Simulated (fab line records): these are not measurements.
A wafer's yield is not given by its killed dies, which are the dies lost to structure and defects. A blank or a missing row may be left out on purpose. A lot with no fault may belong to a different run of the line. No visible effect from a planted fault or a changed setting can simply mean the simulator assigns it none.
Which tool did it? / flow n5 finfet / 9 lots with 25 wafers sampled at 4 steps, on a route of 1938 steps

## WHAT THE GAUGES SHOWED, per wafer
N5_BEOL_M4_RC_MEAS_101. Usual: DIBL_N 36.1 mV/V, standard deviation 2.3; DIBL_P 36 mV/V, standard deviation 3.2; IOFF_N 0.16 nA/um, standard deviation 0.045; IOFF_P 0.21 nA/um, standard deviation 0.049; ION_N 674 uA/um, standard deviation 14; ION_P 462 uA/um, standard deviation 8.4; SS_N 71.6 mV/dec, standard deviation 0.83; SS_P 73.2 mV/dec, standard deviation 0.87; VT_N 249 mV, standard deviation 3.8; VT_P -250 mV, standard deviation 3.4.
lot=L321; measured=day 10 20:59; on=prober-02; DIBL_N (mV/V)=35.1 39.1 37.9; DIBL_P (mV/V)=34 39 37; IOFF_N (nA/um)=0.13 0.20 0.18; IOFF_P (nA/um)=0.21 0.28 0.25; ION_N (uA/um)=659 675 673; ION_P (uA/um)=461 466 465; SS_N (mV/dec)=70.7 72.3 71.7; SS_P (mV/dec)=72.9 73.6 73.7; VT_N (mV)=250 248 248; VT_P (mV)=-249 -246 -245; flag=
lot=L322; measured=day 12 07:51; on=prober-01; DIBL_N (mV/V)=33.3 34.5; DIBL_P (mV/V)=35 36; IOFF_N (nA/um)=0.12 0.13; IOFF_P (nA/um)=0.19 0.23; ION_N (uA/um)=655 664; ION_P (uA/um)=460 464; SS_N (mV/dec)=70.6 70.5; SS_P (mV/dec)=73.0 72.7; VT_N (mV)=254 249; VT_P (mV)=-250 -244; flag=
lot=L323; measured=day 12 02:29; on=prober-01; DIBL_N (mV/V)=36.3 33.2 36.7; DIBL_P (mV/V)=33 30 35; IOFF_N (nA/um)=0.14 0.10 0.14; IOFF_P (nA/um)=0.18 0.15 0.21; ION_N (uA/um)=650 672 682; ION_P (uA/um)=449 459 470; SS_N (mV/dec)=71.9 71.6 72.0; SS_P (mV/dec)=72.9 72.3 73.0; VT_N (mV)=254 255 253; VT_P (mV)=-250 -253 -250; flag=
lot=L327; measured=day 12 13:42; on=prober-02; DIBL_N (mV/V)=35.9 31.9 35.3; DIBL_P (mV/V)=36 31 34; IOFF_N (nA/um)=0.16 0.10 0.16; IOFF_P (nA/um)=0.18 0.13 0.17; ION_N (uA/um)=671 663 670; ION_P (uA/um)=449 451 453; SS_N (mV/dec)=71.5 69.7 70.8; SS_P (mV/dec)=74.0 72.0 72.7; VT_N (mV)=248 252 246; VT_P (mV)=-250 -256 -255; flag=
lot=L331; measured=day 13 15:51; on=prober-01; DIBL_N (mV/V)=33.8 34.2 34.2; DIBL_P (mV/V)=34 34 34; IOFF_N (nA/um)=0.16 0.14 0.15; IOFF_P (nA/um)=0.22 0.21 0.21; ION_N (uA/um)=667 662 684; ION_P (uA/um)=462 460 474; SS_N (mV/dec)=71.5 71.5 71.1; SS_P (mV/dec)=73.0 72.4 73.1; VT_N (mV)=248 250 248; VT_P (mV)=-248 -249 -249; flag=
lot=L333; measured=day 13 09:17; on=prober-02; DIBL_N (mV/V)=34.9 35.4 34.2; DIBL_P (mV/V)=35 33 33; IOFF_N (nA/um)=0.13 0.13 0.11; IOFF_P (nA/um)=0.20 0.17 0.15; ION_N (uA/um)=682 662 648; ION_P (uA/um)=472 458 444; SS_N (mV/dec)=71.0 71.3 70.2; SS_P (mV/dec)=73.2 72.0 72.0; VT_N (mV)=253 251 257; VT_P (mV)=-250 -255 -256; flag=
lot=L335; measured=day 15 11:49; on=prober-02; DIBL_N (mV/V)=36.9 38.7 39.8; DIBL_P (mV/V)=34 37 37; IOFF_N (nA/um)=0.16 0.19 0.22; IOFF_P (nA/um)=0.20 0.24 0.24; ION_N (uA/um)=689 693 688; ION_P (uA/um)=470 472 465; SS_N (mV/dec)=70.9 71.8 71.8; SS_P (mV/dec)=72.9 74.2 73.6; VT_N (mV)=249 243 243; VT_P (mV)=-247 -245 -247; flag=
lot=L336; measured=day 15 08:42; on=prober-01; DIBL_N (mV/V)=35.5 37.7 33.9; DIBL_P (mV/V)=36 38 34; IOFF_N (nA/um)=0.15 0.20 0.13; IOFF_P (nA/um)=0.18 0.22 0.16; ION_N (uA/um)=672 686 667; ION_P (uA/um)=457 463 457; SS_N (mV/dec)=72.1 71.2 70.4; SS_P (mV/dec)=72.9 74.2 72.4; VT_N (mV)=249 244 248; VT_P (mV)=-253 -251 -255; flag=
lot=L343; measured=day 16 04:26; on=prober-02; DIBL_N (mV/V)=39.9 36.0; DIBL_P (mV/V)=39 34; IOFF_N (nA/um)=0.22 0.14; IOFF_P (nA/um)=0.24 0.17; ION_N (uA/um)=707 661; ION_P (uA/um)=474 450; SS_N (mV/dec)=72.3 70.8; SS_P (mV/dec)=74.2 73.0; VT_N (mV)=244 250; VT_P (mV)=-250 -252; flag=

N5_PASSIVATION_OVL_MEAS_60. Usual: TV_OVL 0 nm, standard deviation 5.
lot=L321; measured=day 15 13:06; on=overlay-01; TV_OVL (nm)=-4 7 -6; flag=
lot=L322; measured=day 16 04:02; on=overlay-02; TV_OVL (nm)=-11 -10; flag=
lot=L323; measured=day 16 04:12; on=overlay-01; TV_OVL (nm)=-6 7 -3; flag=
lot=L327; measured=day 17 03:55; on=overlay-02; TV_OVL (nm)=-4 -13 -6; flag=
lot=L331; measured=day 18 20:15; on=overlay-02; TV_OVL (nm)=-9 -4 -6; flag=
lot=L333; measured=day 18 10:42; on=overlay-02; TV_OVL (nm)=-3 -2 0; flag=
lot=L335; measured=day 20 05:35; on=overlay-02; TV_OVL (nm)=-4 0 2; flag=
lot=L336; measured=day 20 04:08; on=overlay-02; TV_OVL (nm)=-4 -1 2; flag=
lot=L343; measured=day 20 16:20; on=overlay-02; TV_OVL (nm)=-4 -1; flag=

## TOOL THAT RAN EACH LOT (tool first, then ch and the chambers of the sampled wafers, then the start)
lot=L321; N5_SD_EPI_N_ETCH_35=rie diel-01 ch 1,2,3, day 3 00:47; N5_MIM_TOP_LITHO_DESCUM_10=rie diel-03 ch 0,2, day 15 10:26
lot=L322; N5_SD_EPI_N_ETCH_35=rie diel-04 ch 2,3, day 3 06:28; N5_MIM_TOP_LITHO_DESCUM_10=rie diel-01 ch 2,3, day 15 23:14
lot=L323; N5_SD_EPI_N_ETCH_35=rie diel-01 ch 1,3, day 3 13:29; N5_MIM_TOP_LITHO_DESCUM_10=rie diel-03 ch 0,2,3, day 15 23:33
lot=L327; N5_SD_EPI_N_ETCH_35=rie diel-03 ch 0,1, day 4 15:02; N5_MIM_TOP_LITHO_DESCUM_10=rie diel-04 ch 1,2,3, day 16 22:49
lot=L331; N5_SD_EPI_N_ETCH_35=rie diel-04 ch 0,3, day 5 15:35; N5_MIM_TOP_LITHO_DESCUM_10=rie diel-01 ch 0,2, day 18 18:01
lot=L333; N5_SD_EPI_N_ETCH_35=rie diel-03 ch 0,3, day 6 01:58; N5_MIM_TOP_LITHO_DESCUM_10=rie diel-03 ch 0,1,3, day 18 03:36
lot=L335; N5_SD_EPI_N_ETCH_35=rie diel-04 ch 1,2,3, day 6 10:58; N5_MIM_TOP_LITHO_DESCUM_10=rie diel-01 ch 0,1, day 20 03:11
lot=L336; N5_SD_EPI_N_ETCH_35=rie diel-04 ch 1,2,3, day 6 18:04; N5_MIM_TOP_LITHO_DESCUM_10=rie diel-01 ch 0,1,3, day 20 01:20
lot=L343; N5_SD_EPI_N_ETCH_35=rie diel-01 ch 2,3, day 8 13:12; N5_MIM_TOP_LITHO_DESCUM_10=rie diel-03 ch 0,3, day 20 13:01
- N5_SD_EPI_N_ETCH_35: etches SOC in N2/H2, overetch 108 nm, time 486 s.
- N5_MIM_TOP_LITHO_DESCUM_10: chemistry O2, time 7.9 s.

## WHAT THE TOOLS THEMSELVES READ (means of the sampled wafers that have a number; where no wafer has one, the mark that the record gives instead)
N5_SD_EPI_N_ETCH_35. Usual: drypump motor current A 5.66 A, standard deviation 0.23; oes product au 0.68 a.u., standard deviation 0.057; rf vpp V 240.8 V, standard deviation 1.2; showerhead plenum p Torr 2.55 Torr, standard deviation 0.083; throttle valve pct 23.94 %, standard deviation 0.27.
lot=L321; tool=rie diel-01; drypump motor current A (A)=5.69; oes product au (a.u.)=0.72; rf vpp V (V)=241.2; showerhead plenum p Torr (Torr)=2.59; throttle valve pct (%)=24.03; flag=
lot=L322; tool=rie diel-04; drypump motor current A (A)=5.35; oes product au (a.u.)=0.67; rf vpp V (V)=241.4; showerhead plenum p Torr (Torr)=2.65; throttle valve pct (%)=24.09; flag=
lot=L323; tool=rie diel-01; drypump motor current A (A)=5.66; oes product au (a.u.)=0.75; rf vpp V (V)=241.3; showerhead plenum p Torr (Torr)=2.63; throttle valve pct (%)=23.91; flag=
lot=L327; tool=rie diel-03; drypump motor current A (A)=5.61; oes product au (a.u.)=0.68; rf vpp V (V)=241.2; showerhead plenum p Torr (Torr)=2.48; throttle valve pct (%)=23.72; flag=
lot=L331; tool=rie diel-04; drypump motor current A (A)=5.44; oes product au (a.u.)=0.67; rf vpp V (V)=241.6; showerhead plenum p Torr (Torr)=2.59; throttle valve pct (%)=24.13; flag=
lot=L333; tool=rie diel-03; drypump motor current A (A)=5.57; oes product au (a.u.)=0.67; rf vpp V (V)=240.2; showerhead plenum p Torr (Torr)=2.48; throttle valve pct (%)=23.52; flag=
lot=L335; tool=rie diel-04; drypump motor current A (A)=5.52; oes product au (a.u.)=0.64; rf vpp V (V)=241.2; showerhead plenum p Torr (Torr)=2.60; throttle valve pct (%)=24.16; flag=
lot=L336; tool=rie diel-04; drypump motor current A (A)=5.52; oes product au (a.u.)=0.64; rf vpp V (V)=240.2; showerhead plenum p Torr (Torr)=2.60; throttle valve pct (%)=24.16; flag=
lot=L343; tool=rie diel-01; drypump motor current A (A)=5.78; oes product au (a.u.)=0.68; rf vpp V (V)=239.8; showerhead plenum p Torr (Torr)=2.52; throttle valve pct (%)=24.15; flag=

N5_MIM_TOP_LITHO_DESCUM_10. Usual: drypump motor current A 5.69 A, standard deviation 0.17; oes product au 0.79 a.u., standard deviation 0.083; rf vpp V 242.5 V, standard deviation 1.5; showerhead plenum p Torr 2.04 Torr, standard deviation 0.068; throttle valve pct 20.40 %, standard deviation 0.27.
lot=L321; tool=rie diel-03; drypump motor current A (A)=5.65; oes product au (a.u.)=0.86; rf vpp V (V)=243.0; showerhead plenum p Torr (Torr)=2.09; throttle valve pct (%)=20.30; flag=
lot=L322; tool=rie diel-01; drypump motor current A (A)=5.77; oes product au (a.u.)=0.78; rf vpp V (V)=241.7; showerhead plenum p Torr (Torr)=2.04; throttle valve pct (%)=20.40; flag=
lot=L323; tool=rie diel-03; drypump motor current A (A)=5.72; oes product au (a.u.)=0.78; rf vpp V (V)=241.9; showerhead plenum p Torr (Torr)=2.05; throttle valve pct (%)=20.31; flag=
lot=L327; tool=rie diel-04; drypump motor current A (A)=5.53; oes product au (a.u.)=0.80; rf vpp V (V)=242.7; showerhead plenum p Torr (Torr)=2.11; throttle valve pct (%)=20.51; flag=
lot=L331; tool=rie diel-01; drypump motor current A (A)=5.67; oes product au (a.u.)=0.71; rf vpp V (V)=242.8; showerhead plenum p Torr (Torr)=2.03; throttle valve pct (%)=20.74; flag=
lot=L333; tool=rie diel-03; drypump motor current A (A)=5.67; oes product au (a.u.)=0.77; rf vpp V (V)=240.8; showerhead plenum p Torr (Torr)=2.00; throttle valve pct (%)=20.43; flag=
lot=L335; tool=rie diel-01; drypump motor current A (A)=5.61; oes product au (a.u.)=0.74; rf vpp V (V)=244.2; showerhead plenum p Torr (Torr)=2.09; throttle valve pct (%)=20.44; flag=
lot=L336; tool=rie diel-01; drypump motor current A (A)=5.70; oes product au (a.u.)=0.77; rf vpp V (V)=243.1; showerhead plenum p Torr (Torr)=2.04; throttle valve pct (%)=20.29; flag=
lot=L343; tool=rie diel-03; drypump motor current A (A)=5.57; oes product au (a.u.)=0.77; rf vpp V (V)=241.2; showerhead plenum p Torr (Torr)=1.99; throttle valve pct (%)=20.27; flag=

## THE ANSWER, worked out from the rows above alone
Rule: take the mean of a lot's wafers that have a number; if it is more than 3 standard deviations from the usual mean, the lot is off. A lot without any number at a reading at which 4 lots or more have one is off too. All remaining lots with rows at the step are treated as sound. Order of review: gauges by route order, followed by the tools' own readings, for which a lot's mean as printed above is used. At the first step where some lot is off, the reading lying furthest off is the one used; lots without a number count as furthest.
Nothing can be told from this: no lot is off at any reading shown.

## WHAT THE SIMULATOR HAD PUT IN
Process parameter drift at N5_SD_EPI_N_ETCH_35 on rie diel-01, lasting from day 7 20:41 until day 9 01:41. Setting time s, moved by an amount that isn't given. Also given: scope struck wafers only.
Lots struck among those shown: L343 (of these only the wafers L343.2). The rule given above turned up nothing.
